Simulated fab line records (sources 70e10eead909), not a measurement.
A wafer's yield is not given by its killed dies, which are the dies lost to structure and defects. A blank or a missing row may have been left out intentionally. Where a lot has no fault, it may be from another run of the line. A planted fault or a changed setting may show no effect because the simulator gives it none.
A lot that was struck, set against a sound lot ; flow nand-harc ; 18 out of 1302 route steps
Sound: wafers L830.2, L830.3, L830.6. Wafers struck: L834.3, L834.5, L834.6. At the end, the cause is stated.
For every step that has rows: the tool of each side, followed by ch and its chambers, followed by its first start. Under that, the readings that differ: sound wafers ; struck wafers ; difference of the means ; sigmas: that difference in standard deviations of wafers without a fault.
alike: readings whose means differ by less than 2 such deviations, and words and numbers that are the same on both sides. not compared: withheld readings, readings that some wafer has no value for, bounds like >300 that may hide the same value, and numbers for which the record gives no deviation and whose values overlap.
The two part at a step that has a row with sigmas, a row that says differs or no value, or rows on one side only. Non-overlapping numbers with no deviation appear without sigmas and do not part them. A reading missing from all wafers of one side parts the sides only when that side holds two or more wafers.

NHARC_P_GATE_CD_MEAS_46 targets a cd of 720 nm.
  sound on cd-sem-03 ch 0, day 5 20:50; struck on cd-sem-01 ch 0, day 7 14:22
  alike: cd-nm
then, 1 step without rows for these wafers: NHARC_P_GATE_HARDBAKE_47 (time 80 s).
NHARC_P_GATE_DESCUM_48: chemistry O2, time 3 s.
  sound on rie-diel-02 ch 0,1,2, day 5 20:59; struck on rie-diel-02 ch 0,1, day 7 14:31
  alike: drypump-motor-current-A, oes-product-au, rf-vpp-V, showerhead-plenum-p-Torr, throttle-valve-pct
  not compared: rf-hours-counter-h
then, 1 step without rows for these wafers: NHARC_P_GATE_IMPLANT_49.
NHARC_P_GATE_STRIP_111: strips in N2/H2, time 250 s.
  sound on plasma-asher-01 ch 0,1, day 5 21:24; struck on plasma-asher-01 ch 0,1, day 7 14:59
  alike: drypump-motor-current-A, heater-power-w
  not compared: rf-hours-counter-h
NHARC_P_GATE_STRIP_75: strips in O2.
  sound on plasma-asher-01 ch 0,1, day 5 21:40; struck on plasma-asher-01 ch 0,1, day 7 15:13
  alike: drypump-motor-current-A, heater-power-w
  not compared: rf-hours-counter-h
then, 6 steps without rows for these wafers: NHARC_P_GATE_STRIP_50 (strips in SPM, time 900 s); NHARC_P_GATE_DEHYDRATE_51 (time 120 s); NHARC_P_GATE_HMDS_52 (time 30 s); NHARC_P_GATE_COAT_53; NHARC_P_GATE_SOFTBAKE_54 (time 95 s); NHARC_P_GATE_EBR_55.
NHARC_P_GATE_EXPOSE_56: exposes mask P PSD, target cd 720 nm.
  sound on krf-scanner-01 ch 0, day 5 22:26; struck on krf-scanner-01 ch 0, day 7 15:58
reading;sound;struck;difference;sigmas
mask;P_PSD#0 P_PSD#0 P_PSD#0;P_NSD#0 P_NSD#0 P_NSD#0;differs;
then, 2 steps without rows for these wafers: NHARC_P_GATE_PEB_57 (peb time 85 s); NHARC_P_GATE_DEVELOP_58 (time 70 s).
NHARC_P_GATE_CD_MEAS_59 targets a cd of 720 nm.
  sound on cd-sem-02 ch 0, day 5 22:35; struck on cd-sem-02 ch 0, day 7 16:07
reading;sound;struck;difference;sigmas
cd-nm (nm);719.5 721.4 719.2;- - -;no value on the struck wafers;
then, 1 step without rows for these wafers: NHARC_P_GATE_HARDBAKE_60 (time 80 s).
-- break in the record here, with 18 days between the starts of the struck wafers on either side (left off in module P_GATE, picked up again in module END, where the first step shown is number 1302 on the route) --
NHARC_END_SORT_01:
  here the record holds rows for the struck wafers (prober-01 ch 0, day 25 10:31) but none for the sound ones

## WHERE THEY PART
Earliest at NHARC_P_GATE_EXPOSE_56; latest, in this record, at NHARC_END_SORT_01.

WHY: the cause the simulator had injected
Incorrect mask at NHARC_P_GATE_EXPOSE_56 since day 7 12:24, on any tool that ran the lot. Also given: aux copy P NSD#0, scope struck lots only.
